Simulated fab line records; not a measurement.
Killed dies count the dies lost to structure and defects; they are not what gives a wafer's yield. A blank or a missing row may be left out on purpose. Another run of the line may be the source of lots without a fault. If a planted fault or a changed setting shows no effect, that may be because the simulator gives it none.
A lot that was struck, set against a sound lot -- flow n5 finfet -- 23 out of 1938 route steps
Sound: these wafers, L901.1, L901.2, L901.6. The struck wafers were L914.3, L914.4, L914.6. At the end, the cause is stated.
Order at every step that has rows: each side's tool, ch and its chambers, its first start. Under that, the readings that differ: sound wafers -- struck wafers -- difference of the means -- sigmas: that difference in standard deviations of wafers without a fault.
alike: readings whose means differ by less than 2 such deviations, and words and numbers that are the same on both sides. not compared: withheld readings, readings that some wafer has no value for, bounds like >300 that may hide the same value, and numbers for which the record gives no deviation and whose values overlap.
Wherever a step has rows on one side only, a row that says differs or no value, or a row with sigmas, the two part there. Numbers that don't overlap but have no deviation are shown without sigmas and don't part them. A reading that every wafer of one side lacks parts them only if that side has two wafers or more.

first, 8 steps without rows for these wafers: N5_BEOL_M10_DEVELOP_10 (develop time 30 s); N5_BEOL_M10_DESCUM_16 (chemistry O2, time 7.9 s); N5_BEOL_M10_ETCH_61 (etches SiARC in CF4, target depth 39 nm, time 65 s); N5_BEOL_M10_ETCH_62 (etches SOC in N2/H2, target depth 110 nm, overetch 22 nm, time 165 s); N5_BEOL_M10_STRIP_68 (strips in N2/H2); N5_BEOL_M10_STRIP_67 (strips in CF4); N5_BEOL_M10_HM_OPEN_17 (chemistry Cl2/BCl3, target TiN, target depth 20 nm, overetch 6 nm); N5_BEOL_M10_STRIP_19 (strips in O2).
N5_BEOL_M10_COAT_63: time 60 s, resist thk 100 nm.
  sound on litho track-04 ch 0, day 10 00:10; struck on litho track-04 ch 0, day 13 22:34
reading,sound,struck,difference,sigmas
spin speed rpm (rpm),1499.6 1501.8 1499.5,1235.7 1234.6 1233.6,-265.7,-99 or more
model.SOC_of_BEOL_M10_COAT_63.thk nm (nm),99.8 99.8 100,110 109.6 109.8,+10,
then, 9 steps without rows for these wafers: N5_BEOL_M10_COAT_64 (time 60 s, resist thk 30 nm); N5_BEOL_M10_COAT_22 (resist thk 90 nm); N5_BEOL_M10_EBR_24; N5_BEOL_M10_SOFTBAKE_23 (time 60 s); N5_BEOL_M10_EXPOSE_25 (exposes mask V9); N5_BEOL_M10_PEB_26 (peb time 60 s); N5_BEOL_M10_DEVELOP_27 (develop time 30 s); N5_BEOL_M10_DESCUM_33 (chemistry O2, time 7.9 s); N5_BEOL_M10_ETCH_65 (etches SiARC in CF4, target depth 39 nm, time 65 s).
N5_BEOL_M10_ETCH_66: etches SOC in N2/H2, target depth 120 nm, overetch 24 nm, time 180 s.
  sound on rie diel-02 ch 0,2, day 10 00:54; struck on rie diel-01 ch 0,2,3, day 13 22:59
reading,sound,struck,difference,sigmas
model.etch.depth nm (nm),99.77 99.74 99.94,110 109.6 109.7,+10,
  alike: drypump motor current A, oes product au, rf vpp V, showerhead plenum p Torr, throttle valve pct
  not compared: rf hours counter h
then, 1 step without rows for these wafers: N5_BEOL_M10_STRIP_69 (strips in N2/H2).
N5_BEOL_M10_VIA_ETCH_34: etches SiCOH lowk in C4F6/O2, target depth 184.5 nm, time 69.2 s.
  sound on rie diel-02 ch 0,2, day 10 01:01; struck on rie diel-01 ch 0,2,3, day 13 23:06
reading,sound,struck,difference,sigmas
model.SOC_of_BEOL_M10_COAT_63.thk nm (nm),91.6 91.8 92,102.4 101.6 101.6,+10.1,
  alike: drypump motor current A, oes product au, rf vpp V, showerhead plenum p Torr, throttle valve pct
  not compared: rf hours counter h
then, 1 step without rows for these wafers: N5_BEOL_M10_STRIP_73 (strips in C4F6/O2).
N5_PASSIVATION_PROBE_49:
  sound: prober-01 at day 12 04:47; struck: prober-01 at day 15 20:45
  alike: defect limited yield, killed_at_M0_to_M3, killed_at_M4_up, killed at contacts, killed at front end, killed at other, killed dies, killed open, killed short, sort_bin_5_function, sort_bin_6_memory, sort_bin_8_speed, sort n pass

## WHERE THEY PART
Only at N5_BEOL_M10_COAT_63, within this record. Later steps at which nothing parts them and some readings are alike: N5_BEOL_M10_ETCH_66, N5_BEOL_M10_VIA_ETCH_34, N5_PASSIVATION_PROBE_49.

WHY: the cause the simulator had injected
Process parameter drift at N5_BEOL_M10_COAT_63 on litho track-04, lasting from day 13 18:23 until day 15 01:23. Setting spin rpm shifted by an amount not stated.
